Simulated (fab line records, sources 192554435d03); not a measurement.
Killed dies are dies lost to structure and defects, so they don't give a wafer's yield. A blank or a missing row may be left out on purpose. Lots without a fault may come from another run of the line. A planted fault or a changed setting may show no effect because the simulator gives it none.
Which tool did it? | flow n5_finfet | 8 lots, 24 wafers sampled, at 5 steps of a route of 1938

WHAT THE GAUGES READ, wafer by wafer
N5_BEOL_M4_RC_MEAS_101. Usual: DIBL_N 37.1 mV/V, standard deviation 2.6; DIBL_P 38 mV/V, standard deviation 3; IOFF_N 0.18 nA/um, standard deviation 0.052; IOFF_P 0.25 nA/um, standard deviation 0.06; ION_N 678 uA/um, standard deviation 15; ION_P 467 uA/um, standard deviation 8.6; SS_N 71.7 mV/dec, standard deviation 0.73; SS_P 73.7 mV/dec, standard deviation 0.89; VT_N 249 mV, standard deviation 4.3; VT_P -248 mV, standard deviation 3.8.
lot  | measured     | on        | DIBL_N (mV/V)  | DIBL_P (mV/V) | IOFF_N (nA/um) | IOFF_P (nA/um) | ION_N (uA/um) | ION_P (uA/um) | SS_N (mV/dec)  | SS_P (mV/dec)  | VT_N (mV)   | VT_P (mV)      | flag
L681 | day 11 17:44 | prober-01 | 37.3 36.6 36.6 | 39 36 38      | 0.21 0.16 0.18 | 0.29 0.23 0.29 | 708 683 682   | 478 467 476   | 71.3 72.1 70.9 | 74.5 73.8 74.0 | 242 248 243 | -242 -246 -243 |
L687 | day 12 19:27 | prober-01 | 39.6 37.3 39.5 | 41 38 40      | 0.20 0.16 0.21 | 0.31 0.21 0.27 | 679 690 693   | 463 469 471   | 72.1 71.5 72.2 | 75.1 73.7 73.5 | 250 252 245 | -246 -249 -247 |
L686 | day 12 21:09 | prober-02 | 40.1 41.5 40.5 | 41 40 39      | 0.23 0.26 0.26 | 0.33 0.32 0.30 | 688 700 686   | 477 475 470   | 71.7 73.2 71.8 | 74.0 74.5 74.3 | 246 243 242 | -242 -243 -246 |
L691 | day 14 11:16 | prober-02 | 36.4 32.7 35.0 | 36 31 33      | 0.15 0.10 0.13 | 0.20 0.17 0.17 | 684 666 664   | 466 463 455   | 71.6 70.4 71.5 | 73.5 72.9 72.6 | 252 257 257 | -252 -253 -254 |
L694 | day 15 06:35 | prober-01 | 38.9 38.1 40.2 | 39 40 41      | 0.21 0.19 0.25 | 0.29 0.34 0.35 | 685 683 692   | 470 478 478   | 72.4 72.1 72.4 | 73.9 73.0 74.0 | 247 246 243 | -243 -242 -241 |
L697 | day 15 12:39 | prober-01 | 35.4 36.7 35.1 | 38 39 38      | 0.15 0.18 0.15 | 0.20 0.22 0.21 | 669 688 669   | 457 465 460   | 71.1 71.8 71.3 | 73.4 73.7 73.4 | 253 246 251 | -252 -252 -251 |
L696 | day 15 15:47 | prober-01 | 32.3 36.0 32.8 | 34 38 34      | 0.11 0.17 0.12 | 0.17 0.25 0.18 | 661 662 671   | 452 461 469   | 70.5 72.2 70.6 | 71.0 74.0 71.9 | 253 247 254 | -252 -248 -252 |
L698 | day 15 15:13 | prober-02 | 38.0 33.1 35.1 | 38 34 35      | 0.18 0.10 0.13 | 0.25 0.17 0.18 | 675 655 666   | 464 458 455   | 72.1 70.9 71.4 | 73.6 73.0 73.5 | 250 258 253 | -248 -255 -253 |

WHICH TOOL RAN EACH LOT (tool, then ch and the chambers of the sampled wafers, then the start)
lot  | N5_BEOL_M4_DESCUM_16               | N5_BEOL_M4_STRIP_66                | N5_BEOL_M4_ETCH_69                 | N5_BEOL_M4_ETCH_41
L681 | rie_diel-05 ch 2,3, day 10 01:56   | rie_diel-05 ch 2,3, day 10 02:08   | rie_diel-04 ch 2,3, day 10 03:01   | rie_diel-04 ch 1,3, day 11 17:44 or earlier
L687 | rie_diel-05 ch 0,1,2, day 11 05:13 | rie_diel-05 ch 0,1,2, day 11 05:26 | rie_diel-04 ch 0,2,3, day 11 06:28 | rie_diel-05 ch 0,1,2, day 12 19:27 or earlier
L686 | rie_diel-05 ch 0,1,2, day 11 11:16 | rie_diel-05 ch 0,1,2, day 11 11:28 | rie_diel-05 ch 1,2, day 11 12:19   | rie_diel-05 ch 0,2,3, day 12 21:09 or earlier
L691 | rie_diel-05 ch 2,3, day 12 19:51   | rie_diel-05 ch 2,3, day 12 20:04   | rie_diel-04 ch 0,2, day 12 20:52   | rie_diel-04 ch 0,1, day 14 11:16 or earlier
L694 | rie_diel-05 ch 0,3, day 13 15:42   | rie_diel-05 ch 0,3, day 13 15:55   | rie_diel-04 ch 0,1,2, day 13 16:55 | rie_diel-04 ch 0,2,3, day 15 06:35 or earlier
L697 | rie_diel-04 ch 0,2, day 13 19:35   | rie_diel-04 ch 0,2, day 13 19:47   | rie_diel-05 ch 0,1,3, day 13 21:59 | rie_diel-04 ch 0,3, day 15 12:39 or earlier
L696 | rie_diel-05 ch 0,1,2, day 14 00:07 | rie_diel-05 ch 0,1,2, day 14 00:20 | rie_diel-01 ch 0,2, day 14 01:10   | rie_diel-04 ch 0,1,3, day 15 15:47 or earlier
L698 | rie_diel-01 ch 0,1,3, day 14 15:35 | rie_diel-01 ch 0,1,3, day 14 15:48 | rie_diel-01 ch 1,2,3, day 14 16:40 | rie_diel-01 ch 1,2, day 15 15:13 or earlier
- N5_BEOL_M4_DESCUM_16: chemistry O2, time 7 s.
- N5_BEOL_M4_STRIP_66: strips in CF4.
- N5_BEOL_M4_ETCH_69: etches SiARC in CF4, target depth 15.6 nm, time 26 s.
- N5_BEOL_M4_ETCH_41: etches SiCN in CH3F/O2, target depth 29.9 nm, time 52.5 s.

WHAT THE TOOLS THEMSELVES READ (means of the sampled wafers that have a number; where no wafer has one, the mark that the record gives instead)
N5_BEOL_M4_DESCUM_16. Usual: drypump_motor_current_A 5.5 A, standard deviation 0.51; oes_product_au 0.79 a.u., standard deviation 0.079; rf_vpp_V 243.1 V, standard deviation 1.3; showerhead_plenum_p_Torr 2.09 Torr, standard deviation 0.062; throttle_valve_pct 20.18 %, standard deviation 0.2.
lot  | tool        | drypump_motor_current_A (A) | oes_product_au (a.u.) | rf_vpp_V (V) | showerhead_plenum_p_Torr (Torr) | throttle_valve_pct (%) | flag
L681 | rie_diel-05 | 5.3                         | 0.87                  | 242.7        | 2.05                            | 20.05                  |
L687 | rie_diel-05 | 5.7                         | 0.80                  | 242.7        | 2.07                            | 20.07                  |
L686 | rie_diel-05 | 5.7                         | 0.79                  | 242.6        | 2.07                            | 20.07                  |
L691 | rie_diel-05 | 5.3                         | 0.83                  | 242.3        | 2.04                            | 20.09                  |
L694 | rie_diel-05 | 5.3                         | 0.84                  | 242.4        | 2.05                            | 20.19                  |
L697 | rie_diel-04 | 5.2                         | 0.78                  | 243.1        | 2.06                            | 19.95                  |
L696 | rie_diel-05 | 5.7                         | 0.77                  | 243.4        | 2.06                            | 20.10                  |
L698 | rie_diel-01 | 5.4                         | 0.72                  | 243.2        | 2.09                            | 20.40                  |

N5_BEOL_M4_STRIP_66. Usual: cf4_flow_sccm 150.0 sccm, standard deviation 0.48; drypump_motor_current_A 5.5 A, standard deviation 0.51; oes_product_au 0.78 a.u., standard deviation 0.078; rf_vpp_V 271.0 V, standard deviation 1.3; showerhead_plenum_p_Torr 1.79 Torr, standard deviation 0.04; throttle_valve_pct 13.41 %, standard deviation 0.18.
lot  | tool        | cf4_flow_sccm (sccm) | drypump_motor_current_A (A) | oes_product_au (a.u.) | rf_vpp_V (V) | showerhead_plenum_p_Torr (Torr) | throttle_valve_pct (%) | flag
L681 | rie_diel-05 | 150.2                | 5.3                         | 0.86                  | 270.7        | 1.78                            | 13.33                  |
L687 | rie_diel-05 | 150.0                | 5.7                         | 0.78                  | 270.4        | 1.79                            | 13.39                  |
L686 | rie_diel-05 | 150.2                | 5.7                         | 0.78                  | 270.5        | 1.79                            | 13.39                  |
L691 | rie_diel-05 | 149.8                | 5.3                         | 0.83                  | 269.6        | 1.78                            | 13.39                  |
L694 | rie_diel-05 | 150.2                | 5.2                         | 0.82                  | 271.0        | 1.78                            | 13.48                  |
L697 | rie_diel-04 | 150.0                | 5.2                         | 0.78                  | 270.2        | 1.77                            | 13.23                  |
L696 | rie_diel-05 | 150.1                | 5.7                         | 0.76                  | 270.8        | 1.79                            | 13.44                  |
L698 | rie_diel-01 | 149.7                | 5.4                         | 0.71                  | 270.4        | 1.78                            | 13.58                  |

N5_BEOL_M4_ETCH_69. Usual: cf4_flow_sccm 100.00 sccm, standard deviation 0.29; drypump_motor_current_A 5.7 A, standard deviation 0.57; etch_rf_on_time_s 26.3 s, standard deviation 0.75; oes_product_au 0.67 a.u., standard deviation 0.075; rf_vpp_V 184.1 V, standard deviation 1; showerhead_plenum_p_Torr 2.14 Torr, standard deviation 0.046; throttle_valve_pct 15.44 %, standard deviation 0.18.
lot  | tool        | cf4_flow_sccm (sccm) | drypump_motor_current_A (A) | etch_rf_on_time_s (s) | oes_product_au (a.u.) | rf_vpp_V (V) | showerhead_plenum_p_Torr (Torr) | throttle_valve_pct (%) | flag
L681 | rie_diel-04 | 99.74                | 5.4                         | 27.1                  | 0.61                  | 184.4        | 2.16                            | 15.32                  |
L687 | rie_diel-04 | 99.94                | 5.7                         | 26.6                  | 0.59                  | 183.9        | 2.15                            | 15.49                  |
L686 | rie_diel-05 | 99.83                | 6.1                         | 26.8                  | 0.68                  | 184.3        | 2.12                            | 15.33                  |
L691 | rie_diel-04 | 99.92                | 5.4                         | 30.2                  | 0.69                  | 183.9        | 2.12                            | 15.23                  | OFF
L694 | rie_diel-04 | 99.72                | 5.6                         | 28.7                  | 0.67                  | 183.7        | 2.13                            | 15.38                  | OFF
L697 | rie_diel-05 | 100.16               | 5.6                         | 26.6                  | 0.68                  | 183.2        | 2.12                            | 15.46                  |
L696 | rie_diel-01 | 99.80                | 5.4                         | 26.4                  | 0.64                  | 184.7        | 2.17                            | 15.59                  |
L698 | rie_diel-01 | 100.01               | 5.3                         | 25.9                  | 0.68                  | 184.4        | 2.18                            | 15.38                  |

N5_BEOL_M4_ETCH_41. Usual: drypump_motor_current_A 5.6 A, standard deviation 0.49; oes_product_au 0.80 a.u., standard deviation 0.091; rf_vpp_V 297.4 V, standard deviation 1.3; showerhead_plenum_p_Torr 2.01 Torr, standard deviation 0.061; throttle_valve_pct 16.14 %, standard deviation 0.2.
lot  | tool        | drypump_motor_current_A (A) | oes_product_au (a.u.) | rf_vpp_V (V) | showerhead_plenum_p_Torr (Torr) | throttle_valve_pct (%) | flag
L681 | rie_diel-04 | 6.5                         | 0.75                  | 298.1        | 2.04                            | 16.23                  |
L687 | rie_diel-05 | 5.7                         | 0.77                  | 297.2        | 1.99                            | 16.12                  |
L686 | rie_diel-05 | 5.3                         | 0.80                  | 296.5        | 1.99                            | 16.15                  |
L691 | rie_diel-04 | 6.1                         | 0.86                  | 298.3        | 2.01                            | 16.27                  |
L694 | rie_diel-04 | 5.7                         | 0.85                  | 297.6        | 2.00                            | 15.99                  |
L697 | rie_diel-04 | 6.3                         | 0.93                  | 297.7        | 2.01                            | 15.89                  |
L696 | rie_diel-04 | 6.2                         | 0.88                  | 297.3        | 2.01                            | 16.09                  |
L698 | rie_diel-01 | 5.1                         | 0.76                  | 298.6        | 2.09                            | 16.24                  |

THE ANSWER, worked out from the rows above alone
Rule: a lot is off if the mean of its wafers that have a number lies more than 3 standard deviations from the usual mean. A lot without any number at a reading at which 4 lots or more have one is off too. The other lots that the step has rows for count as sound. The gauges are gone through in route order, then the tools' own readings, and for those a lot's mean is taken as printed above. The first step at which some lot is off is used, and at that step the reading that is off furthest; a lot without a number counts as furthest.
Off: L691, L694, at N5_BEOL_M4_ETCH_69 (etch_rf_on_time_s).
A tool fits if, at that step or a process step before it, it ran every lot that is off, and no sound lot after the first of them. One fits: rie_diel-04 at N5_BEOL_M4_ETCH_69. Its last sound lot is L687 (day 11 06:28), its first lot that is off L691 (day 12 20:52): a fault that began between those two fits.
The tool's own readings at N5_BEOL_M4_ETCH_69 bear it out: on the lots that are off they differ by more than 5 times the standard deviation of the sound lots' means. etch_rf_on_time_s reads 29.4 s there against 26.6 s on the sound lots.

WHAT THE SIMULATOR HAD PUT IN
Process parameter drift: rie_diel-04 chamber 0, from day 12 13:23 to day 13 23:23, at N5_BEOL_M4_ETCH_69. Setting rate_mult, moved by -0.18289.
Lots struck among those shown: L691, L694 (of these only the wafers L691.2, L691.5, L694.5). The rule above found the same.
